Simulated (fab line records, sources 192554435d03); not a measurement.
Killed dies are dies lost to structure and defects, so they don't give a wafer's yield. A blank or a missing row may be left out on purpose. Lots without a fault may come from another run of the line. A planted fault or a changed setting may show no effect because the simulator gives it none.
Chamber matching | flow n5_finfet | N5_BEOL_M11_CMP_52 on cmp-04: 4 sister chambers
The step polishes, stops on SiCOH lowk, t overpolish 7 s, target thk 140 nm. 14 wafers are shown with their chamber, then 7 later ones without.

WAFERS WITH THEIR CHAMBER
wafer  | chamber | motor_current_A (A) | time_to_endpoint_s (s) | overpolish_run_s (s)
L077.3 | 2       | 6.8                 | 66                     | 7.005
L077.5 | 2       | 7.1                 | 68                     | 7.006
L077.6 | 3       | 6.8                 | 59                     | 6.999
L085.2 | 1       | 5.1                 | 74                     | 7.011
L085.4 | 3       | 6.8                 | 60                     | 6.998
L085.5 | 0       | 6.0                 | 68                     | 6.995
L089.1 | 3       | 6.7                 | 55                     | 6.982
L089.2 | 1       | 5.3                 | 71                     | 7.004
L089.3 | 0       | 6.5                 | 66                     | 7.009
L088.1 | 2       | 7.3                 | 62                     | 7.013
L088.5 | 0       | 6.0                 | 68                     | 6.997
L088.6 | 3       | 6.6                 | 61                     | 6.996
L090.1 | 3       | 6.9                 | 58                     | 6.994
L090.3 | 1       | 5.3                 | 71                     | 7.008

SIGNATURES (means of the wafers above)
reading            | chamber 0 | chamber 1 | chamber 2 | chamber 3 | scatter within a chamber
motor_current_A    | 6.167     | 5.233     | 7.067     | 6.760     | 0.193
time_to_endpoint_s | 67.33     | 72.00     | 65.33     | 58.60     | 2.2
overpolish_run_s   | 7.00033   | 7.00767   | 7.00800   | 6.99380   | 0.00605
Rule: a wafer's distance from a chamber is the root of the sum, over the readings, of the square of ((its reading less the chamber's mean) divided by the reading's scatter). The wafer belongs to the nearest chamber; if the next one is less than 2 further off, it can't be placed. The scatter: the root of (the sum of the squares of (reading less its chamber's mean) over the shown wafers, divided by (wafers less chambers)).

WAFERS WITHOUT THEIR CHAMBER
wafer  | motor_current_A (A) | time_to_endpoint_s (s) | overpolish_run_s (s)
L090.5 | 6.8                 | 65                     | 7.001
L096.4 | 6.1                 | 66                     | 7.007
L096.5 | 6.9                 | 60                     | 6.998
L096.6 | 6.0                 | 65                     | 7.005
L097.2 | 6.9                 | 61                     | 6.990
L097.4 | 6.2                 | 62                     | 6.996
L097.6 | 6.9                 | 58                     | 6.974

WHICH CHAMBER EACH WENT THROUGH
wafer  | from the rows above          | in truth
L090.5 | can't be placed: 2 or 3 or 0 | 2
L096.4 | 0                            | 0
L096.5 | can't be placed: 3 or 2      | 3
L096.6 | 0                            | 0
L097.2 | 3                            | 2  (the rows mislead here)
L097.4 | can't be placed: 0 or 3      | 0
L097.6 | 3                            | 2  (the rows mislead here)
Placed correctly: 2 of 7. Can't be placed from these rows: 3 (the true chamber is among the candidates in 3). Placed wrongly: 2.
